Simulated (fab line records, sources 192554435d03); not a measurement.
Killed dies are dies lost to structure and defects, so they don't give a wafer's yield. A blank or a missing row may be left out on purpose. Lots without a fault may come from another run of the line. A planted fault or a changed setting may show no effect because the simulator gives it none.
fab line records | flow n5_finfet
record lots=7 wafers=21
route steps=1938 shown BEOL_M7@1267 BEOL_M8@1350 BEOL_M10@1494 BEOL_M11@1561 BEOL_M12@1637
start_h: hours from the record's first day to the start of the lot's first wafer shown | wait_h: hours since the lot's step before | " the same as in the row above | L1.1+2: a row that stands for several wafers | - no value, or no start given | * or withheld: withheld | < > ~ a bound
route shown NAME@n: a module of which the file shows steps, and the number in the route of the first | usual: mean/standard deviation of fault-free wafers | same: alike in all rows | chamber/n: place in a boat | sites: the reading at each site | _std_site: their standard deviation | _edge_site: outer sites' mean less inner sites' | radius_mm: how far each site lies from the wafer's centre | mask NAME#n: copy n | behind: the tool/chamber that last shaped the wafer | hold: why the lot was held/for how many hours/how that ended | device: the transistor (n, p or np) that didn't switch | end of line: the same wafers' tests at the end of the route | a step without rows: its recipe alone | killed: dies lost to structure and defects at the first sort, not the wafer's yield | map: a wafer's dies, x killed, . not, _ none there
set.NAME: the setting as run; set.NAME@STEP: as run at that earlier step | model.NAME: the simulator's own value behind a step, which no gauge read
lots whose settings were changed on purpose; a table a step, a row a wafer
## steps
# step N5_BEOL_M7_HM_DEP_02
# recipe material=TiN target_thk_a=200 temp_c=25 chamber_pressure_pa=0.49996
# columns lot.wafer tool chamber start_h wait_h set.target_thk_a model.TiN_of_BEOL_M7_HM_DEP_02.thk_nm
L079.2 pvd_sputter-01 - 225.85 0.0 179.9 17.6
L079.3 " - " " 200 19.8
L079.5 " - " " 179.9 17.8
L078.1+3+6 pvd_sputter-02 - 228.19 1.4 189.4 19
L082.2+4 pvd_sputter-03 - 231.65 0.4 200 20.2
L082.3 " - " " 183.1 19
L091.1 pvd_sputter-03 - 282.77 0.7 200 20.2
L091.2+6 " - " " 200 20
L094.1 pvd_sputter-01 - 316.18 0.3 189.3 19
L094.4 " - " " 200 20.2
L094.5 " - " " 200 20
L095.1 pvd_sputter-02 - 331.88 1.1 200 20.2
L095.2+6 " - " " 200 20
L097.2+4 pvd_sputter-02 - 335.14 1.2 200 20.6
L097.5 " - " " 200 20.4
# step N5_BEOL_M7_COAT_59
# recipe resist=SOC temp_c=250 time_s=60 spin_rpm=1500 resist_thk_nm=100
# step N5_BEOL_M7_COAT_60
# recipe resist=SiARC temp_c=220 time_s=60 spin_rpm=1500 resist_thk_nm=35
# step N5_BEOL_M7_STRIP_68
# recipe chemistry=N2/H2 temp_c=40 n2_flow_sccm=200 h2_flow_sccm=200 rf_frequency_hz=6e+07
# step N5_BEOL_M7_STRIP_67
# recipe chemistry=CF4 resist=SiARC power_w=300 bias_power_w=75 pressure_mtorr=50 cf4_flow_sccm=150 rf_frequency_hz=6e+07
# step N5_BEOL_M7_HM_OPEN_17
# recipe chemistry=Cl2/BCl3 target_depth_a=200 overetch_a=60 target=TiN mask_material=SOC ion_energy_ev=150 pressure_mtorr=10 icp_w=1000 bias_w=126 Cl2_flow_sccm=53.25 bcl3_flow_sccm=21.75 Ar_flow_sccm=25
# columns lot.wafer tool chamber start_h wait_h set.target_thk_a@BEOL_M7_HM_DEP_02 model.etch.depth_nm
L079.2 rie_metal-02 1 226.71 0.0 179.9 17.51
L079.3 " 0 " " 200 19.79
L079.5 " 1 " " 179.9 17.82
L078.1 rie_metal-01 1 229.21 0.0 189.4 19.1
L078.3 " 0 " " 189.4 19.01
L078.6 " 1 " " 189.4 19.07
L082.2 rie_metal-03 0 232.51 0.0 200 20.12
L082.3 " 1 " " 183.1 18.91
L082.4 " 0 " " 200 20.1
L091.1 rie_metal-01 1 283.65 0.0 200 20.17
L091.2 " 0 " " 200 19.98
L091.6 " 1 " " 200 19.9
L094.1 rie_metal-03 1 317.51 0.0 189.3 19.09
L094.4 " 1 " " 200 20.12
L094.5 " 1 " " 200 19.96
L095.1 rie_metal-03 1 332.76 0.0 200 20.16
L095.2+6 " 0 " " 200 20.09
L097.2 rie_metal-01 0 336.00 0.0 200 20.61
L097.4 " 0 " " 200 20.51
L097.5 " 1 " " 200 20.49
# step N5_BEOL_M7_STRIP_19
# recipe chemistry=O2 power_w=400 temp_c=40 pressure_mtorr=30 rf_frequency_hz=6e+07 bias_power_w=0 overash_fraction=0.2 o2_flow_sccm=225
# step N5_BEOL_M7_STRIP_76
# recipe chemistry=C4F6/O2 resist=SiARC rf_frequency_hz=6e+07
# step N5_BEOL_M7_STRIP_36
# recipe chemistry=N2/H2 power_w=450 temp_c=40 pressure_mtorr=20 rf_frequency_hz=6e+07 overash_fraction=0.3 bias_power_w=7 h2_frac=0.5 n2_flow_sccm=200 h2_flow_sccm=200
# step N5_BEOL_M7_TRENCH_ETCH_37
# recipe chemistry=C4F6/O2 target_depth_a=934.78 target=SiCOH_lowk time_s=31.2 ion_energy_ev=250 pressure_mtorr=30 source_w=345 bias_w=185 Ar_flow_sccm=300 C4F6_flow_sccm=10 O2_flow_sccm=10
# columns lot.wafer tool chamber start_h wait_h set.target_thk_a@BEOL_M7_HM_DEP_02 model.TiN_of_BEOL_M7_HM_DEP_02.thk_nm
L079.2 rie_diel-02 2 - - 179.9 14.8
L079.3 " 0 " " 200 17.2
L079.5 " 3 " " 179.9 15.2
L078.1+6 rie_diel-02 3,0 - - 189.4 16.4
L078.3 " 2 " " 189.4 16.2
L082.2+4 rie_diel-01 3,1 - - 200 17.4
L082.3 " 2 " " 183.1 16.2
L091.1 rie_diel-03 1 - - 200 17.6
L091.2+6 " 0,1 " " 200 17.4
L094.1 rie_diel-01 1 - - 189.3 16.4
L094.4 " 0 " " 200 17.6
L094.5 " 1 " " 200 17.4
L095.1 rie_diel-03 0 - - 200 17.6
L095.2+6 " 2,1 " " 200 17.4
L097.2+4 rie_diel-01 2,0 - - 200 18
L097.5 " 2 " " 200 17.8
# step N5_BEOL_M8_ETCH_62
# recipe chemistry=N2/H2 target=SOC target_depth_a=1100 overetch_a=220 mask_material=SiARC temp_c=40 time_s=165 ion_energy_ev=200 pressure_mtorr=30 source_w=840 bias_w=150 n2_flow_sccm=200 h2_flow_sccm=200
# usual rf_vpp_V=523.1/2.7
# columns lot.wafer tool chamber start_h wait_h set.source_w rf_vpp_V
L079.2 rie_diel-06 0 234.37 0.0 840 523.0
L079.3 " 2 " " 840 525.0
L079.5 " 3 " " 840 522.1
L078.1 rie_diel-05 2 241.42 0.0 840 524.9
L078.3 " 3 " " 840 521.9
L078.6 " 3 " " 840 523.0
L082.2 rie_diel-04 2 241.56 0.0 840 526.5
L082.3 " 3 " " 840 520.0
L082.4 " 1 " " 840 525.3
L091.1 rie_diel-06 2 290.97 0.0 840 523.6
L091.2 " 0 " " 840 522.4
L091.6 " 2 " " 840 524.4
L094.1 rie_diel-06 3 325.34 0.0 917.4 506.7
L094.4 " 0 " " 917.4 508.7
L094.5 " 1 " " 840 516.3
L095.1 rie_diel-04 3 344.29 0.0 989.8 492.8
L095.2 " 2 " " 989.8 498.1
L095.6 " 1 " " 840 524.3
L097.2 rie_diel-05 3 344.38 0.0 881.1 515.0
L097.4 " 0 " " 881.1 514.9
L097.5 " 2 " " 840 524.3
# step N5_BEOL_M8_COAT_22
# recipe resist=CAR-EUV spin_rpm=1500 resist_thk_nm=30
# columns lot.wafer tool chamber start_h wait_h set.spin_rpm model.CAR-EUV_of_BEOL_M8_COAT_22.thk_nm
L079.2+3 litho_track-02 0 - - 1500 30
L079.5 " 0 " " 1635 28.8
L078.1 litho_track-02 0 - - 1425 30.8
L078.3 " 0 " " 1500 30
L078.6 " 0 " " 1425 30.6
L082.2+4 litho_track-05 0 - - 1500 30.2
L082.3 " 0 " " 1354 31.8
L091.1+2 litho_track-05 0 - - 1500 30.2
L091.6 " 0 " " 1500 30
L094.1+4+5 litho_track-02 0 - - 1500 30
L095.1+2+6 litho_track-05 0 - - 1500 30
L097.2+4+5 litho_track-02 0 - - 1500 30
# step N5_BEOL_M8_EBR_24
# recipe solvent=PGMEA ebr_width_mm=1.5
# step N5_BEOL_M8_SOFTBAKE_23
# recipe temp_c=110 time_s=60 resist=CAR-EUV
# step N5_BEOL_M8_DESCUM_33
# recipe chemistry=O2 time_s=7 source_power_w=50 bias_power_w=20 pressure_mtorr=20 rf_frequency_hz=2.712e+07 temp_c=40 resist=CAR-EUV o2_flow_sccm=225
# columns lot.wafer tool chamber start_h wait_h set.spin_rpm@BEOL_M8_COAT_22 model.CAR-EUV_of_BEOL_M8_COAT_22.thk_nm
L079.2+3 rie_diel-06 1,3 236.66 0.0 1500 26
L079.5 " 0 " " 1635 24.8
L078.1 rie_diel-06 3 243.05 0.0 1425 26.8
L078.3 " 1 " " 1500 26
L078.6 " 1 " " 1425 26.6
L082.2+4 rie_diel-05 3,0 243.14 0.0 1500 26.2
L082.3 " 1 " " 1354 27.6
L091.1+2+6 rie_diel-05 2,3,2 292.20 0.3 1500 26.2
L094.1 rie_diel-06 2 326.67 0.0 1500 26
L094.4+5 " 0 " " 1500 26.2
L095.1+6 rie_diel-04 3,2 345.14 0.1 1500 26.2
L095.2 " 0 " " 1500 26
L097.2+5 rie_diel-04 0 348.33 0.1 1500 26
L097.4 " 2 " " 1500 26.2
# step N5_BEOL_M8_TRENCH_ETCH_37
# recipe chemistry=C4F6/O2 target_depth_a=934.78 target=SiCOH_lowk time_s=31.2 ion_energy_ev=250 pressure_mtorr=30 source_w=345 bias_w=185 Ar_flow_sccm=300 C4F6_flow_sccm=10 O2_flow_sccm=10
# usual rf_vpp_V=665/15
# columns lot.wafer tool chamber start_h wait_h set.bias_w rf_vpp_V
L079.2 rie_diel-06 1 - - 154.3 566
L079.3 " 3 " " 185 670
L079.5 " 0 " " 185 664
L078.1 rie_diel-06 3 - - 197.2 704
L078.3 " 1 " " 185 655
L078.6 " 1 " " 185 652
L082.2 rie_diel-05 3 - - 216 764
L082.3 " 1 " " 216 724
L082.4 " 0 " " 216 759
L091.1 rie_diel-05 2 - - 185 689
L091.2 " 3 " " 185 674
L091.6 " 2 " " 185 689
L094.1 rie_diel-06 2 - - 185 666
L094.4 " 0 " " 214.1 742
L094.5 " 0 " " 185 662
L095.1 rie_diel-04 3 - - 166.6 615
L095.2 " 0 " " 185 657
L095.6 " 2 " " 166.6 625
L097.2 rie_diel-04 0 - - 185 655
L097.4 " 2 " " 185 681
L097.5 " 0 " " 185 656
# step N5_BEOL_M10_COAT_63
# recipe resist=SOC temp_c=250 time_s=60 spin_rpm=1500 resist_thk_nm=100
# columns lot.wafer tool chamber start_h wait_h set.spin_rpm model.SOC_of_BEOL_M10_COAT_63.thk_nm
L079.2 litho_track-01 0 250.68 2.0 1500 100
L079.3 " 0 " " 1414 103
L079.5 " 0 " " 1500 100.2
L078.1+3 litho_track-05 0 259.37 1.6 1387 104
L078.6 " 0 " " 1500 100
L082.2 litho_track-02 0 263.17 1.2 1500 100.4
L082.3+4 " 0 " " 1500 100.2
L091.1+2+6 litho_track-01 0 310.85 0.8 1500 100.2
L094.1 litho_track-05 0 342.71 2.3 1500 100
L094.4 " 0 " " 1500 100.2
L094.5 " 0 " " 1604 96.4
L097.2 litho_track-02 0 366.96 2.0 1500 100.2
L097.4 " 0 " " 1500 100.4
L097.5 " 0 " " 1409 103.8
L095.1 litho_track-05 0 366.96 1.5 1500 100.2
L095.2 " 0 " " 1500 100.6
L095.6 " 0 " " 1444 102.2
# step N5_BEOL_M10_EXPOSE_25
# recipe mask_id=V9 na=1.35 source_shape=annular sigma_inner=0.5 sigma_outer=0.8 polarization=unpolarized dose_mj=85.5
# columns lot.wafer tool chamber start_h wait_h mask set.dose_mj
L079.2+3 arfi_scanner-02 0 250.93 - V9#0 85.5
L079.5 " 0 " " V9#0 81.84
L078.1 arfi_scanner-02 0 259.61 - V9#0 83.08
L078.3+6 " 0 " " V9#0 85.5
L082.2+4 arfi_scanner-02 0 263.29 - V9#0 85.5
L082.3 " 0 " " V9#0 90.89
L091.1+2+6 arfi_scanner-01 0 310.97 - V9#0 85.5
L094.1 arfi_scanner-01 0 342.96 - V9#0 88.16
L094.4+5 " 0 " " V9#0 85.5
L097.2+5 arfi_scanner-02 0 367.08 - V9#0 85.5
L097.4 " 0 " " V9#0 90.52
L095.1+2+6 arfi_scanner-01 0 367.24 - V9#0 85.5
# step N5_BEOL_M10_PEB_26
# recipe peb_temp_c=withheld peb_time_s=60 resist=CAR-ArF
# step N5_BEOL_M10_DEVELOP_27
# recipe develop_time_s=30 developer=TMAH resist=CAR-ArF rinse_liquid=diw dry=air_spin dev_temp_c=23
# step N5_BEOL_M10_CD_MEAS_28
# recipe target_cd_nm=70 landing_energy_ev=500 detector=se_inlens polarity=opening
# usual cd_nm=70.0/0.95
# columns lot.wafer tool chamber start_h wait_h set.dose_mj@BEOL_M10_EXPOSE_25 cd_nm
L079.2 cd_sem-03 0 251.06 - 85.5 69.8
L079.3 " 0 " " 85.5 69.7
L079.5 " 0 " " 81.84 68.0
L078.1 cd_sem-01 0 259.75 - 83.08 66.7
L078.3 " 0 " " 85.5 70.4
L078.6 " 0 " " 85.5 69.5
L082.2 cd_sem-01 0 263.42 - 85.5 69.1
L082.3 " 0 " " 90.89 76.3
L082.4 " 0 " " 85.5 70.3
L091.1 cd_sem-02 0 311.10 - 85.5 69.6
L091.2 " 0 " " 85.5 69.1
L091.6 " 0 " " 85.5 69.4
L094.1 cd_sem-01 0 343.09 - 88.16 72.4
L094.4 " 0 " " 85.5 69.6
L094.5 " 0 " " 85.5 69.5
L097.2 cd_sem-02 0 367.21 - 85.5 72.5
L097.4 " 0 " " 90.52 77.1
L097.5 " 0 " " 85.5 72.4
L095.1 cd_sem-02 0 367.37 - 85.5 70.9
L095.2 " 0 " " 85.5 72.1
L095.6 " 0 " " 85.5 71.9
# step N5_BEOL_M10_DESCUM_33
# recipe chemistry=O2 time_s=7.9 source_power_w=50 bias_power_w=20 pressure_mtorr=20 rf_frequency_hz=2.712e+07 temp_c=40 resist=CAR-ArF o2_flow_sccm=225
# step N5_BEOL_M10_ETCH_65
# recipe chemistry=CF4 target=SiARC target_depth_a=390 mask_material=CAR-ArF time_s=65 ion_energy_ev=80 pressure_mtorr=40 source_w=545 bias_w=36 Ar_flow_sccm=100 cf4_flow_sccm=100 ends=cleared
# step N5_BEOL_M10_ETCH_66
# recipe chemistry=N2/H2 target=SOC target_depth_a=1200 overetch_a=240 mask_material=SiARC temp_c=40 time_s=180 ion_energy_ev=200 pressure_mtorr=30 source_w=840 bias_w=150 n2_flow_sccm=200 h2_flow_sccm=200
# columns lot.wafer tool chamber start_h wait_h set.spin_rpm@BEOL_M10_COAT_63 model.etch.depth_nm
L079.2 rie_diel-05 3 251.40 0.0 1500 100.1
L079.3 " 2 " " 1414 103
L079.5 " 3 " " 1500 100.2
L078.1+3 rie_diel-06 3,1 259.92 0.0 1387 104
L078.6 " 3 " " 1500 99.92
L082.2 rie_diel-04 2 263.59 0.0 1500 100.4
L082.3 " 1 " " 1500 100.3
L082.4 " 0 " " 1500 100.1
L091.1+2 rie_diel-04 1,3 311.28 0.0 1500 100.2
L091.6 " 0 " " 1500 100.1
L094.1 rie_diel-05 3 343.26 0.0 1500 99.94
L094.4 " 0 " " 1500 100.2
L094.5 " 3 " " 1604 96.45
L097.2 rie_diel-06 3 367.99 0.0 1500 100.3
L097.4 " 2 " " 1500 100.4
L097.5 " 0 " " 1409 103.8
L095.1 rie_diel-05 1 368.12 0.0 1500 100.2
L095.2 " 2 " " 1500 100.5
L095.6 " 1 " " 1444 102.2
# step N5_BEOL_M10_STRIP_69
# recipe chemistry=N2/H2 temp_c=40 n2_flow_sccm=200 h2_flow_sccm=200 rf_frequency_hz=6e+07
# step N5_BEOL_M10_VIA_ETCH_34
# recipe chemistry=C4F6/O2 target=SiCOH_lowk target_depth_a=1845 mask_material=SOC taper_deg=4 time_s=69.2 ion_energy_ev=250 pressure_mtorr=30 source_w=345 bias_w=185 Ar_flow_sccm=300 C4F6_flow_sccm=10 O2_flow_sccm=10
# columns lot.wafer tool chamber start_h wait_h set.spin_rpm@BEOL_M10_COAT_63 model.SOC_of_BEOL_M10_COAT_63.thk_nm
L079.2 rie_diel-05 3 251.52 0.0 1500 91.8
L079.3 " 2 " " 1414 95
L079.5 " 3 " " 1500 92
L078.1 rie_diel-06 3 260.04 0.0 1387 95.8
L078.3 " 1 " " 1387 96
L078.6 " 3 " " 1500 91.6
L082.2 rie_diel-04 2 263.71 0.0 1500 92.6
L082.3 " 1 " " 1500 92.2
L082.4 " 0 " " 1500 92
L091.1+6 rie_diel-04 1,0 311.40 0.0 1500 92
L091.2 " 3 " " 1500 92.2
L094.1 rie_diel-05 3 343.39 0.0 1500 91.6
L094.4 " 0 " " 1500 92.2
L094.5 " 3 " " 1604 88.2
L097.2 rie_diel-06 3 368.12 0.0 1500 92
L097.4 " 2 " " 1500 92.2
L097.5 " 0 " " 1409 95.8
L095.1 rie_diel-05 1 368.24 0.0 1500 92
L095.2 " 2 " " 1500 92.4
L095.6 " 1 " " 1444 94
# step N5_BEOL_M11_COAT_64
# recipe resist=SiARC temp_c=220 time_s=60 spin_rpm=1500 resist_thk_nm=30
# columns lot.wafer tool chamber start_h wait_h set.spin_rpm model.SiARC_of_BEOL_M11_COAT_64.thk_nm
L079.2 litho_track-02 0 - - 1500 30
L079.3+5 " 0 " " 1433 30.8
L078.1 litho_track-04 0 - - 1631 28.6
L078.3+6 " 0 " " 1500 29.8
L082.2+3 litho_track-02 0 - - 1500 30
L082.4 " 0 " " 1428 30.8
L091.1+2+6 litho_track-03 0 - - 1500 30
L094.1 litho_track-03 0 - - 1437 30.8
L094.4 " 0 " " 1437 30.6
L094.5 " 0 " " 1500 30
L095.1+2 litho_track-03 0 - - 1500 30
L095.6 " 0 " " 1664 28.4
L097.2 litho_track-02 0 - - 1414 31
L097.4+5 " 0 " " 1500 30
# step N5_BEOL_M11_COAT_22
# recipe resist=CAR-ArF spin_rpm=1500 resist_thk_nm=90
# step N5_BEOL_M11_EBR_24
# recipe solvent=PGMEA ebr_width_mm=1.5
# step N5_BEOL_M11_DESCUM_33
# recipe chemistry=O2 time_s=7.9 source_power_w=50 bias_power_w=20 pressure_mtorr=20 rf_frequency_hz=2.712e+07 temp_c=40 resist=CAR-ArF o2_flow_sccm=225
# step N5_BEOL_M11_ETCH_65
# recipe chemistry=CF4 target=SiARC target_depth_a=390 mask_material=CAR-ArF time_s=65 ion_energy_ev=80 pressure_mtorr=40 source_w=545 bias_w=36 Ar_flow_sccm=100 cf4_flow_sccm=100 ends=cleared
# columns lot.wafer tool chamber start_h wait_h set.spin_rpm@BEOL_M11_COAT_64 model.etch.depth_nm model.CAR-ArF_of_BEOL_M11_COAT_22.thk_nm
L079.2 rie_diel-01 2 260.11 0.0 1500 30.02 55.2
L079.3 " 1 " " 1433 30.75 54.8
L079.5 " 1 " " 1433 30.71 54.8
L078.1 rie_diel-03 3 266.54 0.0 1631 28.64 56.8
L078.3 " 0 " " 1500 29.86 55.2
L078.6 " 2 " " 1500 29.88 55.2
L082.2 rie_diel-02 3 274.06 0.0 1500 30.01 55.4
L082.3 " 1 " " 1500 30.06 55.6
L082.4 " 2 " " 1428 30.82 55.2
L091.1 rie_diel-03 0 319.43 0.0 1500 30.03 55.6
L091.2 " 3 " " 1500 30.01 55.2
L091.6 " 3 " " 1500 29.93 55.6
L094.1 rie_diel-02 3 351.78 0.0 1437 30.75 55
L094.4 " 2 " " 1437 30.65 55
L094.5 " 0 " " 1500 30.01 55.4
L095.1 rie_diel-03 2 374.36 0.0 1500 29.93 55.4
L095.2 " 0 " " 1500 29.93 55.6
L095.6 " 2 " " 1664 28.45 56.8
L097.2 rie_diel-02 3 374.40 0.0 1414 30.9 54.8
L097.4 " 2 " " 1500 30.09 55.4
L097.5 " 2 " " 1500 30.03 55.8
# step N5_BEOL_M12_ETCH_68
# recipe chemistry=N2/H2 target=SOC mask_material=SiARC source_w=3000 bias_w=350 temp_c=40 time_s=285 ion_energy_ev=200 pressure_mtorr=30 n2_flow_sccm=200 h2_flow_sccm=200
# columns lot.wafer tool chamber start_h wait_h set.time_s model.SiARC_of_BEOL_M12_COAT_66.thk_nm
L079.2 rie_diel-04 2 266.39 0.1 285 86.2
L079.3+5 " 0,1 " " 262 88
L078.1+3 rie_diel-05 0,2 273.15 0.1 285 86.4
L078.6 " 1 " " 285 86.2
L082.2 rie_diel-05 3 279.31 0.1 285 85.4
L082.3 " 1 " " 285 86
L082.4 " 2 " " 233.9 90.4
L091.1 rie_diel-06 0 324.83 0.1 285 85
L091.2 " 3 " " 285 85.8
L091.6 " 2 " " 285 85.6
L094.1 rie_diel-06 2 356.46 0.1 285 84.8
L094.4 " 1 " " 226.8 90.2
L094.5 " 1 " " 226.8 90.4
L097.2 rie_diel-04 3 380.59 0.1 285 85.6
L097.4 " 0 " " 315.6 83
L097.5 " 1 " " 285 85.2
L095.1+2+6 rie_diel-06 0,2,3 380.66 0.1 285 85.8
## key
split step=N5_BEOL_M7_HM_DEP_02 setting=target_thk_a stated=200 by=wafer
response step=N5_BEOL_M7_HM_DEP_02 reading=model.TiN_of_BEOL_M7_HM_DEP_02.thk_nm change=+0.185 per=1% r=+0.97
response step=N5_BEOL_M7_HM_OPEN_17 reading=model.etch.depth_nm change=+0.182 per=1% r=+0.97
response step=N5_BEOL_M7_TRENCH_ETCH_37 reading=model.TiN_of_BEOL_M7_HM_DEP_02.thk_nm change=+0.19 per=1% r=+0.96
split step=N5_BEOL_M8_ETCH_62 setting=source_w stated=840 by=wafer
response step=N5_BEOL_M8_ETCH_62 reading=rf_vpp_V change=-1.5 per=1% r=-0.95
split step=N5_BEOL_M8_COAT_22 setting=spin_rpm stated=1500 by=wafer
response step=N5_BEOL_M8_COAT_22 reading=model.CAR-EUV_of_BEOL_M8_COAT_22.thk_nm change=-0.149 per=1% r=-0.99
response step=N5_BEOL_M8_DESCUM_33 reading=model.CAR-EUV_of_BEOL_M8_COAT_22.thk_nm change=-0.139 per=1% r=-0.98
split step=N5_BEOL_M8_TRENCH_ETCH_37 setting=bias_w stated=185 by=wafer
response step=N5_BEOL_M8_TRENCH_ETCH_37 reading=rf_vpp_V change=+5.42 per=1% r=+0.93
split step=N5_BEOL_M10_COAT_63 setting=spin_rpm stated=1500 by=wafer
response step=N5_BEOL_M10_COAT_63 reading=model.SOC_of_BEOL_M10_COAT_63.thk_nm change=-0.533 per=1% r=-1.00
response step=N5_BEOL_M10_ETCH_66 reading=model.etch.depth_nm change=-0.532 per=1% r=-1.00
response step=N5_BEOL_M10_VIA_ETCH_34 reading=model.SOC_of_BEOL_M10_COAT_63.thk_nm change=-0.557 per=1% r=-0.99
split step=N5_BEOL_M10_EXPOSE_25 setting=dose_mj stated=85.5 by=wafer
response step=N5_BEOL_M10_CD_MEAS_28 reading=cd_nm change=+0.854 per=1% r=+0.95
split step=N5_BEOL_M11_COAT_64 setting=spin_rpm stated=1500 by=wafer
response step=N5_BEOL_M11_COAT_64 reading=model.SiARC_of_BEOL_M11_COAT_64.thk_nm change=-0.152 per=1% r=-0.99
response step=N5_BEOL_M11_ETCH_65 reading=model.etch.depth_nm change=-0.144 per=1% r=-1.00
response step=N5_BEOL_M11_ETCH_65 reading=model.CAR-ArF_of_BEOL_M11_COAT_22.thk_nm change=+0.13 per=1% r=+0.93
split step=N5_BEOL_M12_ETCH_68 setting=time_s stated=285 by=wafer
response step=N5_BEOL_M12_ETCH_68 reading=model.SiARC_of_BEOL_M12_COAT_66.thk_nm change=-0.258 per=1% r=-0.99
